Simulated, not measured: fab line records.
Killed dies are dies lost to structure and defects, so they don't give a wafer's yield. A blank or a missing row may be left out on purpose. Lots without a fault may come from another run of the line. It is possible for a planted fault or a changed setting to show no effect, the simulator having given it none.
Chamber matching / flow n5Finfet / 4 sister chambers for N5_BEOL_M8_ETCH_72 on rieDiel-03
The step etches underlayer in N2/H2, target depth 6.5 nm, time 5.2 s. 4 wafers are shown with their chamber, then 11 later ones without.

WAFERS PAIRED WITH THEIR CHAMBERS
wafer=L090.1; chamber=1; throttleValvePct (%)=17.43
wafer=L090.2; chamber=3; throttleValvePct (%)=17.74
wafer=L090.3; chamber=0; throttleValvePct (%)=17.67
wafer=L090.4; chamber=2; throttleValvePct (%)=18.31

WAFERS WHOSE CHAMBER IS MISSING
wafer=L090.5; throttleValvePct (%)=17.42
wafer=L090.6; throttleValvePct (%)=17.69
wafer=L095.2; throttleValvePct (%)=17.68
wafer=L095.3; throttleValvePct (%)=17.76
wafer=L095.5; throttleValvePct (%)=17.48
wafer=L097.1; throttleValvePct (%)=17.69
wafer=L097.2; throttleValvePct (%)=17.75
wafer=L097.3; throttleValvePct (%)=17.47
wafer=L097.4; throttleValvePct (%)=17.71
wafer=L097.5; throttleValvePct (%)=17.49
wafer=L097.6; throttleValvePct (%)=17.73

CHAMBER TAKEN BY EACH
wafer=L090.5; from the rows above=1; in truth=1
wafer=L090.6; from the rows above=can't be placed: 0 or 3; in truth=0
wafer=L095.2; from the rows above=can't be placed: 0 or 3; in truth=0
wafer=L095.3; from the rows above=3; in truth=3
wafer=L095.5; from the rows above=1; in truth=1
wafer=L097.1; from the rows above=can't be placed: 0 or 3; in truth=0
wafer=L097.2; from the rows above=3; in truth=3
wafer=L097.3; from the rows above=1; in truth=1
wafer=L097.4; from the rows above=can't be placed: 3 or 0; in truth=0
wafer=L097.5; from the rows above=1; in truth=1
wafer=L097.6; from the rows above=can't be placed: 3 or 0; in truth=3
Correctly placed: 6 of 11. From these rows, 5 cannot be placed; in 5 the true chamber is one of the candidates. Number placed wrongly: 0.
How it was worked out, from the rows above alone: a wafer's distance from a chamber is the root of the sum, over the readings, of the square of ((its reading less the chamber's mean) divided by the reading's scatter). The wafer belongs to the nearest chamber; if the next one is less than 2 further off, it can't be placed. A chamber's mean is the mean of its shown wafers. The scatter: root of mean squared gap, hidden wafer to nearest shown wafer, with one shown wafer a chamber.
